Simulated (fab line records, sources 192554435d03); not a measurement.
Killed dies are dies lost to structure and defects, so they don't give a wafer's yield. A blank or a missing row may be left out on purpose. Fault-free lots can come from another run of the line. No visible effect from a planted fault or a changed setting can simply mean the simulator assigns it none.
fab line records	flow n5Finfet
[record] lots = 7	wafers = 21
route steps=1938 shown BEOL_M5@1140 BEOL_M7@1263 BEOL_M8@1348 BEOL_M9@1428
startH: hours from the record's first day to the start of the lot's first wafer shown	waitH: hours since the lot's step before	" the same as in the row above	L1.1+2: one row covering several wafers at once	- no value, or no start was given	* or withheld: withheld	< > ~ a bound
route shown NAME@n: a module of which the file shows steps, and the number in the route of the first	usual: mean and standard deviation over wafers with no fault	same: alike in all rows	chamber/n: place in a boat	sites: readings site by site	_std_site: their standard deviation	_edge_site: the outer-site mean with the inner-site mean subtracted	radiusMm: for every site, how far away it sits from the centre of the wafer	mask NAME#n: copy n	behind: the tool/chamber that last shaped the wafer	hold: why the lot went on hold/how many hours it stayed there/how the hold came to an end	device: whichever transistor did not switch (one of n, p or np)	end of line: the tests these same wafers got at the end of their route	step lacking rows: just its recipe	killed: dies that structure and defects cost at the first sort, which is not the same as the wafer's yield	map: the dies of a wafer, with x for killed, . for not killed, _ for no die there
set.NAME: the setting as run; set.NAME@STEP: as run at that earlier step	model.NAME: the simulator's own value behind a step, which no gauge read
lots where settings were altered on purpose, with a table for each step and a row for each wafer
[[steps]]
[step N5_BEOL_M5_COAT_66]
[recipe] resist = SiARC	tempC = 220	timeS = 60	spinRpm = 1500	resistThkNm = 12
lot.wafer	tool	chamber	startH	waitH	set.spinRpm	model.SiARC_of_BEOL_M5_COAT_66.thkNm
L077.1+2+3	lithoTrack-04	0	-	-	1500	12
L082.2	lithoTrack-05	0	-	-	1500	12
L082.3	"	0	"	"	1589	11.8
L082.6	"	0	"	"	1589	11.6
L084.3+5+6	lithoTrack-02	0	-	-	1500	12
L085.1+5	lithoTrack-05	0	-	-	1365	12.6
L085.6	"	0	"	"	1500	12
L087.2	lithoTrack-02	0	-	-	1412	12.4
L087.3+6	"	0	"	"	1500	12
L089.2+5+6	lithoTrack-02	0	-	-	1500	12
L093.2	lithoTrack-02	0	-	-	1371	12.6
L093.3+6	"	0	"	"	1500	12
[step N5_BEOL_M5_COAT_74]
[recipe] resist = underlayer	tempC = 205	timeS = 60	spinRpm = 1500	resistThkNm = 5
[step N5_BEOL_M5_COAT_22]
[recipe] resist = CAR-EUV	spinRpm = 1500	resistThkNm = 30
[step N5_BEOL_M5_DESCUM_33]
[recipe] chemistry = O2	timeS = 7	sourcePowerW = 50	biasPowerW = 20	pressureMtorr = 20	rfFrequencyHz = 2.712e+07	tempC = 40	resist = CAR-EUV	o2FlowSccm = 225
[step N5_BEOL_M5_ETCH_75]
[recipe] chemistry = N2/H2	target = underlayer	targetDepthA = 65	maskMaterial = CAR-EUV	timeS = 5.2	ionEnergyEv = 200	pressureMtorr = 30	sourceW = 840	biasW = 150	n2FlowSccm = 200	h2FlowSccm = 200	ends = cleared
[step N5_BEOL_M5_ETCH_67]
[recipe] chemistry = CF4	target = SiARC	targetDepthA = 156	maskMaterial = CAR-EUV	timeS = 26	ionEnergyEv = 80	pressureMtorr = 40	sourceW = 545	biasW = 36	Ar_flow_sccm = 100	cf4FlowSccm = 100	ends = cleared
lot.wafer	tool	chamber	startH	waitH	set.spinRpm@BEOL_M5_COAT_66	model.etch.depthNm
L077.1	rieDiel-02	2	200.09	0.0	1500	11.98
L077.2	"	0	"	"	1500	11.97
L077.3	"	3	"	"	1500	11.99
L082.2	rieDiel-06	1	224.59	0.0	1500	11.99
L082.3	"	3	"	"	1589	11.7
L082.6	"	3	"	"	1589	11.64
L084.3	rieDiel-02	0	234.84	0.0	1500	11.98
L084.5	"	1	"	"	1500	12.01
L084.6	"	0	"	"	1500	11.99
L085.1+5	rieDiel-06	2,0	250.41	0.0	1365	12.64
L085.6	"	1	"	"	1500	12.01
L087.2	rieDiel-06	2	261.89	0.0	1412	12.34
L087.3+6	"	3,0	"	"	1500	12.02
L089.2	rieDiel-06	0	271.81	0.0	1500	12.02
L089.5	"	0	"	"	1500	12.05
L089.6	"	3	"	"	1500	12.04
L093.2	rieDiel-05	3	297.21	0.0	1371	12.52
L093.3	"	2	"	"	1500	11.95
L093.6	"	1	"	"	1500	11.99
[step N5_BEOL_M5_ETCH_68]
[recipe] chemistry = N2/H2	target = SOC	targetDepthA = 800	overetchA = 160	maskMaterial = SiARC	tempC = 40	timeS = 120	ionEnergyEv = 200	pressureMtorr = 30	sourceW = 840	biasW = 150	n2FlowSccm = 200	h2FlowSccm = 200
lot.wafer	tool	chamber	startH	waitH	set.spinRpm@BEOL_M5_COAT_65	model.etch.depthNm
L077.1	rieDiel-02	2	200.12	0.0	1500	59.84
L077.2	"	0	"	"	1500	59.82
L077.3	"	3	"	"	1500	59.9
L082.2	rieDiel-06	1	224.62	0.0	1445	61.14
L082.3	"	3	"	"	1500	60.11
L082.6	"	3	"	"	1445	61.16
L084.3	rieDiel-02	0	234.86	0.0	1413	62.01
L084.5	"	1	"	"	1500	60.22
L084.6	"	0	"	"	1413	61.96
L085.1	rieDiel-06	2	250.44	0.0	1363	63.11
L085.5	"	0	"	"	1500	60.24
L085.6	"	1	"	"	1500	60.25
L087.2	rieDiel-06	2	261.92	0.0	1500	59.85
L087.3	"	3	"	"	1500	59.97
L087.6	"	0	"	"	1500	59.84
L089.2	rieDiel-06	0	271.84	0.0	1500	60.21
L089.5	"	0	"	"	1445	60.9
L089.6	"	3	"	"	1500	59.86
L093.2	rieDiel-05	3	297.23	0.0	1343	63.43
L093.3	"	2	"	"	1500	59.9
L093.6	"	1	"	"	1343	63.38
[step N5_BEOL_M5_STRIP_69]
[recipe] chemistry = N2/H2	tempC = 40	n2FlowSccm = 200	h2FlowSccm = 200	rfFrequencyHz = 6e+07
[step N5_BEOL_M5_STRIP_76]
[recipe] chemistry = N2/H2	tempC = 40	n2FlowSccm = 200	h2FlowSccm = 200	rfFrequencyHz = 6e+07
[step N5_BEOL_M5_VIA_ETCH_34]
[recipe] chemistry = C4F6/O2	target = SiCOH_lowk	targetDepthA = 883	maskMaterial = SOC	taperDeg = 4	timeS = 39.2	ionEnergyEv = 250	pressureMtorr = 30	sourceW = 345	biasW = 185	Ar_flow_sccm = 300	C4F6_flow_sccm = 10	O2_flow_sccm = 10
lot.wafer	tool	chamber	startH	waitH	set.spinRpm@BEOL_M5_COAT_65	model.SOC_of_BEOL_M5_COAT_65.thkNm
L077.1+2+3	rieDiel-02	2,0,3	200.22	0.0	1500	55.8
L082.2+6	rieDiel-06	1,3	224.72	0.0	1445	57
L082.3	"	3	"	"	1500	56
L084.3	rieDiel-02	0	234.96	0.0	1413	57.8
L084.5	"	1	"	"	1500	55.8
L084.6	"	0	"	"	1413	57.6
L085.1	rieDiel-06	2	250.54	0.0	1363	59
L085.5	"	0	"	"	1500	56.2
L085.6	"	1	"	"	1500	56
L087.2+3+6	rieDiel-06	2,3,0	262.02	0.0	1500	55.8
L089.2	rieDiel-06	0	271.94	0.0	1500	56.2
L089.5	"	0	"	"	1445	56.8
L089.6	"	3	"	"	1500	55.6
L093.2	rieDiel-05	3	297.33	0.0	1343	59.4
L093.3	"	2	"	"	1500	55.8
L093.6	"	1	"	"	1343	59
[step N5_BEOL_M7_ILD_DEP_00]
[recipe] material = SiCOH_lowk	targetThkA = 1797.5	tempC = 300	precursor = DEMS/porogen	pressureTorr = 5	rfW = 500	timeS = 33.4
lot.wafer	tool	chamber	startH	waitH	set.timeS	model.SiCOH_lowk_of_BEOL_M7_ILD_DEP_00.thkNm
L077.1	pecvd-04	2	216.24	0.0	33.4	180.4
L077.2	"	1	"	"	33.4	177.2
L077.3	"	0	"	"	33.4	174
L082.2	pecvd-02	0	238.79	0.0	29.89	160.6
L082.3	"	2	"	"	33.4	181.8
L082.6	"	2	"	"	29.89	162
L084.3	pecvd-02	1	249.01	0.0	35.73	192.2
L084.5	"	2	"	"	35.73	193.4
L084.6	"	1	"	"	35.73	194.4
L085.1	pecvd-04	0	265.83	0.0	36.45	190.8
L085.5	"	0	"	"	36.45	194
L085.6	"	2	"	"	33.4	183.4
L087.2	pecvd-04	2	280.04	0.0	31.26	173.8
L087.3	"	1	"	"	33.4	177.6
L087.6	"	2	"	"	31.26	174.4
L089.2	pecvd-02	0	288.60	0.0	33.4	180
L089.5	"	0	"	"	37.89	204
L089.6	"	1	"	"	37.89	205.4
L093.2	pecvd-02	2	313.23	0.0	36.32	194.2
L093.3	"	1	"	"	33.4	179.2
L093.6	"	2	"	"	36.32	200.2
[step N5_BEOL_M7_CURE_74]
[recipe] tempC = 385	timeS = 240	ambient = He/Ar	material = SiCOH_lowk
lot.wafer	tool	chamber	startH	waitH	set.timeS@BEOL_M7_ILD_DEP_00	model.SiCOH_lowk_of_BEOL_M7_ILD_DEP_00.thkNm
L077.1	uvCure-02	0	216.30	0.0	33.4	155.6
L077.2	"	0	"	"	33.4	152.8
L077.3	"	0	"	"	33.4	150
L082.2	uvCure-03	0	238.95	0.1	29.89	138.4
L082.3	"	0	"	"	33.4	156.8
L082.6	"	0	"	"	29.89	139.6
L084.3	uvCure-02	2	249.24	0.2	35.73	166
L084.5	"	2	"	"	35.73	167
L084.6	"	2	"	"	35.73	167.8
L085.1	uvCure-01	1	265.89	0.0	36.45	164.6
L085.5	"	1	"	"	36.45	167.4
L085.6	"	1	"	"	33.4	158.2
L087.2	uvCure-02	2	280.39	0.3	31.26	149.8
L087.3	"	2	"	"	33.4	153.2
L087.6	"	2	"	"	31.26	150.4
L089.2	uvCure-01	1	288.77	0.1	33.4	155.2
L089.5	"	1	"	"	37.89	176.2
L089.6	"	1	"	"	37.89	177.4
L093.2	uvCure-01	2	313.38	0.1	36.32	167.6
L093.3	"	2	"	"	33.4	154.6
L093.6	"	2	"	"	36.32	173
[step N5_BEOL_M7_THK_MEAS_01]
[recipe] reads = SiCOH_lowk_of_BEOL_M7_ILD_DEP_00
[usual] M7_ILD_THK = 155.3/2.2
lot.wafer	tool	chamber	startH	waitH	set.timeS@BEOL_M7_ILD_DEP_00	M7_ILD_THK[nm]
L077.1	filmMetro-01	-	216.91	0.5	33.4	155.5
L077.2	"	-	"	"	33.4	152.6
L077.3	"	-	"	"	33.4	150.1
L082.2	filmMetro-01	-	239.39	0.4	29.89	138.3
L082.3	"	-	"	"	33.4	156.7
L082.6	"	-	"	"	29.89	139.4
L084.3	filmMetro-02	-	249.59	0.3	35.73	166.0
L084.5	"	-	"	"	35.73	167.0
L084.6	"	-	"	"	35.73	167.8
L085.1	filmMetro-01	-	266.41	0.4	36.45	164.6
L085.5	"	-	"	"	36.45	167.4
L085.6	"	-	"	"	33.4	158.3
L087.2	filmMetro-02	-	280.84	0.4	31.26	149.7
L087.3	"	-	"	"	33.4	153.2
L087.6	"	-	"	"	31.26	150.2
L089.2	filmMetro-02	-	289.20	0.4	33.4	155.4
L089.5	"	-	"	"	37.89	176.2
L089.6	"	-	"	"	37.89	177.2
L093.2	filmMetro-02	-	313.81	0.4	36.32	167.5
L093.3	"	-	"	"	33.4	154.6
L093.6	"	-	"	"	36.32	172.9
[step N5_BEOL_M7_PECVD_70]
[recipe] material = SiO2	targetThkA = 200	tempC = 400	precursor = TEOS/O2	pressureTorr = 5.5	rfW = 450	teosFlowSccm = 53.8	gas = O2	flowSccm = 3000	timeS = 22.7
lot.wafer	tool	chamber	startH	waitH	set.timeS	model.SiO2_of_BEOL_M7_PECVD_70.thkNm
L077.1	pecvd-02	0	216.95	0.0	22.7	19.8
L077.2	"	2	"	"	22.7	19.6
L077.3	"	1	"	"	22.7	19.4
L082.2	pecvd-04	2	239.42	0.0	22.7	19.4
L082.3	"	0	"	"	19.86	17
L082.6	"	1	"	"	19.86	17.4
L084.3	pecvd-02	0	249.62	0.0	22.7	19.6
L084.5	"	1	"	"	22.7	20.2
L084.6	"	0	"	"	22.7	20.4
L085.1+5	pecvd-03	1	266.44	0.0	22.7	19.8
L085.6	"	1	"	"	22.7	20
L087.2	pecvd-04	1	280.87	0.0	22.7	20
L087.3	"	0	"	"	21.52	18.8
L087.6	"	0	"	"	22.7	20.4
L089.2	pecvd-03	2	289.24	0.0	22.7	19.8
L089.5	"	2	"	"	22.7	20.2
L089.6	"	0	"	"	24.83	21.8
L093.2	pecvd-03	0	313.85	0.0	22.7	19.8
L093.3	"	2	"	"	22.7	19.6
L093.6	"	0	"	"	22.7	20.2
[step N5_BEOL_M8_DESCUM_16]
[recipe] chemistry = O2	timeS = 7.9	sourcePowerW = 50	biasPowerW = 20	pressureMtorr = 20	rfFrequencyHz = 2.712e+07	tempC = 40	resist = CAR-ArF	o2FlowSccm = 225
lot.wafer	tool	chamber	startH	waitH	set.timeS	model.CAR-ArF_of_BEOL_M8_COAT_05.thkNm
L077.1+3	rieDiel-03	1,2	231.95	0.0	7.9	83.8
L077.2	"	0	"	"	7.9	83.6
L082.2	rieDiel-03	1	248.66	0.0	7.9	83
L082.3	"	2	"	"	7.9	83.4
L082.6	"	1	"	"	8.47	83
L084.3	rieDiel-01	2	259.23	0.4	7.9	83.6
L084.5+6	"	2,3	"	"	6.67	84.2
L085.1+6	rieDiel-04	3,2	280.84	0.0	7.9	83.4
L085.5	"	3	"	"	9.175	83
L087.2+3	rieDiel-03	0,3	291.77	0.4	7.9	83.6
L087.6	"	3	"	"	7.9	83.4
L089.2	rieDiel-04	1	297.54	0.2	6.714	84
L089.5	"	1	"	"	7.9	83.2
L089.6	"	0	"	"	6.714	84.2
L093.2	rieDiel-03	3	322.99	0.0	7.9	83.6
L093.3	"	0	"	"	6.897	84.4
L093.6	"	3	"	"	7.9	83.4
[step N5_BEOL_M8_ETCH_61]
[recipe] chemistry = CF4	target = SiARC	targetDepthA = 455	maskMaterial = CAR-ArF	timeS = 75.8	ionEnergyEv = 80	pressureMtorr = 40	sourceW = 545	biasW = 36	Ar_flow_sccm = 100	cf4FlowSccm = 100	ends = cleared
lot.wafer	tool	chamber	startH	waitH	set.timeS@BEOL_M8_DESCUM_16	model.CAR-ArF_of_BEOL_M8_COAT_05.thkNm
L077.1+3	rieDiel-03	1,2	231.98	0.0	7.9	51
L077.2	"	0	"	"	7.9	50.8
L082.2	rieDiel-03	1	248.70	0.0	7.9	50.4
L082.3	"	2	"	"	7.9	50.6
L082.6	"	1	"	"	8.47	50.4
L084.3	rieDiel-01	2	259.26	0.0	7.9	51
L084.5	"	2	"	"	6.67	51.8
L084.6	"	3	"	"	6.67	51.6
L085.1+6	rieDiel-04	3,2	280.87	0.0	7.9	50.8
L085.5	"	3	"	"	9.175	50.2
L087.2+3	rieDiel-03	0,3	291.80	0.0	7.9	51
L087.6	"	3	"	"	7.9	50.8
L089.2	rieDiel-04	1	297.57	0.0	6.714	51.2
L089.5	"	1	"	"	7.9	50.6
L089.6	"	0	"	"	6.714	51.6
L093.2+6	rieDiel-03	3	323.02	0.0	7.9	50.8
L093.3	"	0	"	"	6.897	51.6
[step N5_BEOL_M8_TRENCH_ETCH_37]
[recipe] chemistry = C4F6/O2	targetDepthA = 934.78	target = SiCOH_lowk	timeS = 31.2	ionEnergyEv = 250	pressureMtorr = 30	sourceW = 345	biasW = 185	Ar_flow_sccm = 300	C4F6_flow_sccm = 10	O2_flow_sccm = 10
[usual] rfVppV = 654/15
lot.wafer	tool	chamber	startH	waitH	set.biasW	rfVppV	model.etch.depthNm	model.BEOL_M8.featureDepthNm
L077.1	rieDiel-03	1	-	-	185	625	93.91	94
L077.2	"	3	"	"	185	653	92.3	92.4
L077.3	"	2	"	"	185	675	95.26	95.2
L082.2	rieDiel-01	0	-	-	185	672	93.87	93.8
L082.3	"	3	"	"	162.2	594	89.08	89
L082.6	"	3	"	"	162.2	594	89.11	89.2
L084.3	rieDiel-03	3	-	-	185	655	95.34	95.4
L084.5	"	2	"	"	156	591	88.83	88.8
L084.6	"	1	"	"	185	627	94.3	94.2
L085.1	rieDiel-03	3	-	-	152	559	90.61	90.6
L085.5	"	1	"	"	185	627	93.75	93.8
L085.6	"	2	"	"	185	675	94.18	94.2
L087.2	rieDiel-04	0	-	-	185	669	91.7	91.8
L087.3	"	2	"	"	159.5	591	88.31	88.4
L087.6	"	0	"	"	159.5	594	87.92	88
L089.2	rieDiel-03	2	-	-	185	675	93.86	93.8
L089.5	"	1	"	"	170.6	588	90.72	90.8
L089.6	"	0	"	"	185	643	92.34	92.4
L093.2	rieDiel-01	3	-	-	198.4	695	95.12	95.2
L093.3	"	0	"	"	198.4	721	97.53	97.6
L093.6	"	0	"	"	185	681	95.55	95.6
[step N5_BEOL_M8_ETCH_41]
[recipe] chemistry = CH3F/O2	target = SiCN	targetDepthA = 319	taperDeg = 2	timeS = 57.8	ionEnergyEv = 120	maskMaterial = TiN	pressureMtorr = 30	sourceW = 395	biasW = 75	Ar_flow_sccm = 150	CH3F_flow_sccm = 30	O2_flow_sccm = 20
[step N5_BEOL_M8_STRIP_80]
[recipe] chemistry = N2/H2	timeS = 10	powerW = 450	tempC = 40	pressureMtorr = 20	rfFrequencyHz = 6e+07	biasPowerW = 7	n2FlowSccm = 200	h2FlowSccm = 200
[step N5_BEOL_M8_OCD_MEAS_38]
[usual] trenchDepthNm = 93.2/1.5
lot.wafer	tool	chamber	startH	waitH	set.biasW@BEOL_M8_TRENCH_ETCH_37	trenchDepthNm
L077.1	ocd-02	-	234.10	-	185	94.1
L077.2	"	-	"	"	185	92.3
L077.3	"	-	"	"	185	95.0
L082.2	ocd-02	-	250.54	-	185	93.7
L082.3	"	-	"	"	162.2	89.6
L082.6	"	-	"	"	162.2	89.1
L084.3	ocd-02	-	262.20	-	185	95.3
L084.5	"	-	"	"	156	88.6
L084.6	"	-	"	"	185	94.4
L085.1	ocd-02	-	285.61	-	152	90.1
L085.5	"	-	"	"	185	93.7
L085.6	"	-	"	"	185	94.5
L087.2	ocd-02	-	293.88	-	185	91.1
L087.3	"	-	"	"	159.5	88.1
L087.6	"	-	"	"	159.5	87.8
L089.2	ocd-02	-	299.20	-	185	93.9
L089.5	"	-	"	"	170.6	90.5
L089.6	"	-	"	"	185	92.9
L093.2	ocd-02	-	326.92	-	198.4	95.1
L093.3	"	-	"	"	198.4	97.5
L093.6	"	-	"	"	185	95.8
[step N5_BEOL_M9_COAT_22]
[recipe] resist = CAR-EUV	spinRpm = 1500	resistThkNm = 30
lot.wafer	tool	chamber	startH	waitH	set.spinRpm	model.CAR-EUV_of_BEOL_M9_COAT_22.thkNm
L077.1+3	lithoTrack-03	0	-	-	1500	30
L077.2	"	0	"	"	1500	29.8
L082.2+3+6	lithoTrack-04	0	-	-	1500	30
L084.3	lithoTrack-04	0	-	-	1632	28.8
L084.5+6	"	0	"	"	1500	30.2
L085.1+5	lithoTrack-01	0	-	-	1554	29.6
L085.6	"	0	"	"	1500	30
L087.2+3+6	lithoTrack-01	0	-	-	1500	30
L089.2+6	lithoTrack-01	0	-	-	1500	30
L089.5	"	0	"	"	1500	29.8
L093.2+3	lithoTrack-04	0	-	-	1500	30
L093.6	"	0	"	"	1377	31.2
[step N5_BEOL_M9_EBR_24]
[recipe] solvent = PGMEA	ebrWidthMm = 1.5
[step N5_BEOL_M9_SOFTBAKE_23]
[recipe] tempC = 110	timeS = 60	resist = CAR-EUV
[step N5_BEOL_M9_EXPOSE_25]
[recipe] maskId = V8	na = 0.33	sourceShape = annular	sigmaInner = 0.4	sigmaOuter = 0.8	polarization = unpolarized	doseMj = 37.25
[step N5_BEOL_M9_PEB_26]
[recipe] pebTempC = 100	pebTimeS = 60	resist = CAR-EUV
[step N5_BEOL_M9_DEVELOP_27]
[recipe] developTimeS = 30	developer = TMAH	resist = CAR-EUV	rinseLiquid = surfactantRinse	dry = airSpin	devTempC = 23
lot.wafer	tool	chamber	startH	waitH	set.spinRpm@BEOL_M9_COAT_22	model.CAR-EUV_of_BEOL_M9_COAT_22.thkNm
L077.1+2	lithoTrack-04	0	-	-	1500	29.4
L077.3	"	0	"	"	1500	29.6
L082.2	lithoTrack-01	0	-	-	1500	29.6
L082.3+6	"	0	"	"	1500	29.4
L084.3	lithoTrack-04	0	-	-	1632	28.4
L084.5+6	"	0	"	"	1500	29.8
L085.1+5	lithoTrack-01	0	-	-	1554	29.2
L085.6	"	0	"	"	1500	29.6
L087.2+3+6	lithoTrack-03	0	-	-	1500	29.6
L089.2	lithoTrack-03	0	-	-	1500	29.6
L089.5+6	"	0	"	"	1500	29.4
L093.2+3	lithoTrack-04	0	-	-	1500	29.4
L093.6	"	0	"	"	1377	30.8
[step N5_BEOL_M9_DESCUM_33]
[recipe] chemistry = O2	timeS = 7	sourcePowerW = 50	biasPowerW = 20	pressureMtorr = 20	rfFrequencyHz = 2.712e+07	tempC = 40	resist = CAR-EUV	o2FlowSccm = 225
lot.wafer	tool	chamber	startH	waitH	set.spinRpm@BEOL_M9_COAT_22	model.CAR-EUV_of_BEOL_M9_COAT_22.thkNm
L077.1+2+3	rieDiel-06	2,1,0	242.65	0.0	1500	26
L082.2+3+6	rieDiel-05	2,1,0	257.54	0.0	1500	26
L084.3	rieDiel-06	0	272.24	1.5	1632	25
L084.5	"	2	"	"	1500	26.4
L084.6	"	1	"	"	1500	26.2
L085.1+5	rieDiel-05	0,1	292.07	0.0	1554	25.6
L085.6	"	0	"	"	1500	26
L087.2+6	rieDiel-06	3,0	299.89	0.4	1500	26
L087.3	"	2	"	"	1500	26.2
L089.2	rieDiel-05	3	307.71	0.1	1500	26.2
L089.5+6	"	3,0	"	"	1500	26
L093.2+3	rieDiel-02	2,3	335.54	0.1	1500	26
L093.6	"	1	"	"	1377	27.2
[step N5_BEOL_M9_ETCH_65]
[recipe] chemistry = CF4	target = SiARC	targetDepthA = 156	maskMaterial = CAR-EUV	timeS = 26	ionEnergyEv = 80	pressureMtorr = 40	sourceW = 545	biasW = 36	Ar_flow_sccm = 100	cf4FlowSccm = 100	ends = cleared
[usual] rfVppV = 183.6/1.4
lot.wafer	tool	chamber	startH	waitH	set.biasW	rfVppV
L077.1	rieDiel-06	2	242.70	0.0	36	185.1
L077.2	"	1	"	"	36	183.5
L077.3	"	0	"	"	36	184.0
L082.2	rieDiel-05	2	257.59	0.0	36	181.6
L082.3	"	1	"	"	40.32	196.5
L082.6	"	0	"	"	40.32	196.8
L084.3	rieDiel-06	0	272.29	0.0	36	185.2
L084.5	"	2	"	"	36	183.5
L084.6	"	1	"	"	36	181.2
L085.1	rieDiel-05	0	292.12	0.0	36	183.8
L085.5	"	1	"	"	34.25	177.3
L085.6	"	0	"	"	36	184.4
L087.2	rieDiel-06	3	299.94	0.0	36	185.1
L087.3	"	2	"	"	36	185.8
L087.6	"	0	"	"	36	184.4
L089.2	rieDiel-05	3	307.76	0.0	38.4	192.8
L089.5	"	3	"	"	36	185.3
L089.6	"	0	"	"	36	182.6
L093.2	rieDiel-02	2	335.59	0.0	36	184.9
L093.3	"	3	"	"	36	183.7
L093.6	"	1	"	"	36	183.0
[[key]]
[split] step = N5_BEOL_M5_COAT_66	setting = spinRpm	stated = 1500	by = wafer
[response] step = N5_BEOL_M5_COAT_66	reading = model.SiARC_of_BEOL_M5_COAT_66.thkNm	change = -0.0654	per = 1%	r = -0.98
[response] step = N5_BEOL_M5_ETCH_67	reading = model.etch.depthNm	change = -0.0632	per = 1%	r = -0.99
[split] step = N5_BEOL_M7_ILD_DEP_00	setting = timeS	stated = 33.4	by = wafer
[response] step = N5_BEOL_M7_ILD_DEP_00	reading = model.SiCOH_lowk_of_BEOL_M7_ILD_DEP_00.thkNm	change = +1.65	per = 1%	r = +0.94
[response] step = N5_BEOL_M7_CURE_74	reading = model.SiCOH_lowk_of_BEOL_M7_ILD_DEP_00.thkNm	change = +1.43	per = 1%	r = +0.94
[response] step = N5_BEOL_M7_THK_MEAS_01	reading = M7_ILD_THK	change = +1.43	per = 1%	r = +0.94
[split] step = N5_BEOL_M7_PECVD_70	setting = timeS	stated = 22.7	by = wafer
[response] step = N5_BEOL_M7_PECVD_70	reading = model.SiO2_of_BEOL_M7_PECVD_70.thkNm	change = +0.19	per = 1%	r = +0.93
[split] step = N5_BEOL_M8_DESCUM_16	setting = timeS	stated = 7.9	by = wafer
[response] step = N5_BEOL_M8_DESCUM_16	reading = model.CAR-ArF_of_BEOL_M8_COAT_05.thkNm	change = -0.0448	per = 1%	r = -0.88
[response] step = N5_BEOL_M8_ETCH_61	reading = model.CAR-ArF_of_BEOL_M8_COAT_05.thkNm	change = -0.0462	per = 1%	r = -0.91
[split] step = N5_BEOL_M8_TRENCH_ETCH_37	setting = biasW	stated = 185	by = wafer
[response] step = N5_BEOL_M8_TRENCH_ETCH_37	reading = rfVppV	change = +5.12	per = 1%	r = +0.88
[response] step = N5_BEOL_M8_TRENCH_ETCH_37	reading = model.etch.depthNm	change = +0.281	per = 1%	r = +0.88
[response] step = N5_BEOL_M8_TRENCH_ETCH_37	reading = model.BEOL_M8.featureDepthNm	change = +0.281	per = 1%	r = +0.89
[response] step = N5_BEOL_M8_OCD_MEAS_38	reading = trenchDepthNm	change = +0.286	per = 1%	r = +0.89
[split] step = N5_BEOL_M9_COAT_22	setting = spinRpm	stated = 1500	by = wafer
[response] step = N5_BEOL_M9_COAT_22	reading = model.CAR-EUV_of_BEOL_M9_COAT_22.thkNm	change = -0.15	per = 1%	r = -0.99
[response] step = N5_BEOL_M9_DEVELOP_27	reading = model.CAR-EUV_of_BEOL_M9_COAT_22.thkNm	change = -0.16	per = 1%	r = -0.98
[response] step = N5_BEOL_M9_DESCUM_33	reading = model.CAR-EUV_of_BEOL_M9_COAT_22.thkNm	change = -0.144	per = 1%	r = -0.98
[split] step = N5_BEOL_M9_ETCH_65	setting = biasW	stated = 36	by = wafer
[response] step = N5_BEOL_M9_ETCH_65	reading = rfVppV	change = +1.28	per = 1%	r = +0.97
split outsideThisFile step=N5_BEOL_M5_COAT_65 setting=spinRpm
// split outsideThisFile: this setting was split too, and the file shows its column; the key of that split is in another file
